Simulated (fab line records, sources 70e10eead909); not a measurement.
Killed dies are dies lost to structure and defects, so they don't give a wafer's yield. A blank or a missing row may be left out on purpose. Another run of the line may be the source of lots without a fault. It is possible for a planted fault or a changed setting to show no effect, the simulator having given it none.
Matching of chambers	flow nand_harc	NHARC_P_M1_STRIP_18 on rie_diel-06 has 4 sister chambers
The step strips in N2/H2. 16 wafers are shown with their chamber, then 8 later ones without.

WAFERS PAIRED WITH THEIR CHAMBERS
wafer	chamber	drypump_motor_current_A (A)	oes_product_au (a.u.)	rf_vpp_V (V)
L074.2	1	5.61	0.997	91.0
L074.3	2	5.30	1.000	89.9
L074.5	1	5.60	0.992	91.3
L080.2	1	5.59	0.985	90.2
L080.5	1	5.62	0.990	90.7
L080.6	2	5.31	1.015	90.1
L087.1	1	5.58	0.988	91.3
L087.2	0	6.15	1.002	89.7
L087.5	0	6.16	1.002	90.0
L090.1	3	6.21	1.001	90.2
L090.3	1	5.63	0.990	89.3
L090.6	2	5.28	0.987	90.3
L091.2	3	6.24	0.993	89.5
L091.3	0	6.14	0.997	90.5
L091.4	1	5.63	0.989	91.3
L092.3	2	5.28	1.004	89.8

SIGNATURES (means of the wafers above)
reading	chamber 0	chamber 1	chamber 2	chamber 3	scatter within a chamber
drypump_motor_current_A	6.1500	5.6086	5.2925	6.2250	0.0173
oes_product_au	1.00033	0.99014	1.00150	0.99700	0.00666
rf_vpp_V	90.067	90.729	90.025	89.850	0.584
Rule: distance of a wafer from a chamber = root of the sum over the readings of ((wafer's reading minus chamber's mean) / reading's scatter) squared. If the next closest chamber is less than 2 further off than the closest, the wafer can't be placed; otherwise it belongs to the closest. The scatter: the root of (the sum of the squares of (reading less its chamber's mean) over the shown wafers, divided by (wafers less chambers)).

WAFERS WHOSE CHAMBER IS MISSING
wafer	drypump_motor_current_A (A)	oes_product_au (a.u.)	rf_vpp_V (V)
L092.4	6.14	1.007	90.5
L092.6	6.26	0.993	90.0
L094.2	6.23	1.010	91.5
L094.5	5.31	1.015	89.8
L094.6	6.25	0.998	90.6
L097.2	6.24	1.001	90.6
L097.3	5.30	1.022	90.7
L097.6	6.14	1.005	89.0

WHICH CHAMBER EACH WENT THROUGH
wafer	from the rows above	in truth
L092.4	0	0
L092.6	3	3
L094.2	can't be placed: 3 or 0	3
L094.5	2	2
L094.6	3	3
L097.2	3	3
L097.3	2	2
L097.6	0	0
Placed correctly: 7 of 8. Can't be placed from these rows: 1 (the true chamber is among the candidates in 1). 0 placed wrongly.
